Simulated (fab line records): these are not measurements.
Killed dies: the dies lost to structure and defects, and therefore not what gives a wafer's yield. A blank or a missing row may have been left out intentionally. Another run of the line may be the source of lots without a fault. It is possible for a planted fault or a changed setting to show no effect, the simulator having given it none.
Matching of chambers | flow n5 finfet | 4 sister chambers for N5_BEOL_M0_CUTY_ETCH_63 on rie diel-06
The step etches SOC in N2/H2, target depth 82.7 nm, overetch 16.5 nm, time 124 s. 4 wafers are shown with their chamber, then 7 later ones without.

== EACH WAFER AND ITS CHAMBER ==
wafer  | chamber | showerhead plenum p Torr (Torr)
L080.3 | 1       | 2.65
L084.2 | 3       | 2.45
L091.1 | 0       | 2.60
L091.3 | 2       | 2.68

== WAFERS WITHOUT THEIR CHAMBER ==
wafer  | showerhead plenum p Torr (Torr)
L091.5 | 2.60
L093.2 | 2.64
L093.4 | 2.44
L093.6 | 2.64
L094.1 | 2.64
L094.5 | 2.60
L094.6 | 2.64

== THE CHAMBER EACH PASSED THROUGH ==
wafer  | from the rows above | in truth
L091.5 | 0                   | 0
L093.2 | 1                   | 1
L093.4 | 3                   | 3
L093.6 | 1                   | 1
L094.1 | 1                   | 1
L094.5 | 0                   | 0
L094.6 | 1                   | 1
7 of 7 placed correctly. Not placeable from these rows: 0. Number placed wrongly: 0.
How it was worked out, from the rows above alone: a wafer's distance from a chamber is the root of the sum, over the readings, of the square of ((its reading less the chamber's mean) divided by the reading's scatter). If the next closest chamber is less than 2 further off than the closest, the wafer can't be placed; otherwise it belongs to the closest. A chamber's mean is the mean of its shown wafers. The scatter: with one shown wafer a chamber, the root of the mean of the squares of how far each hidden wafer lies from its nearest shown one.
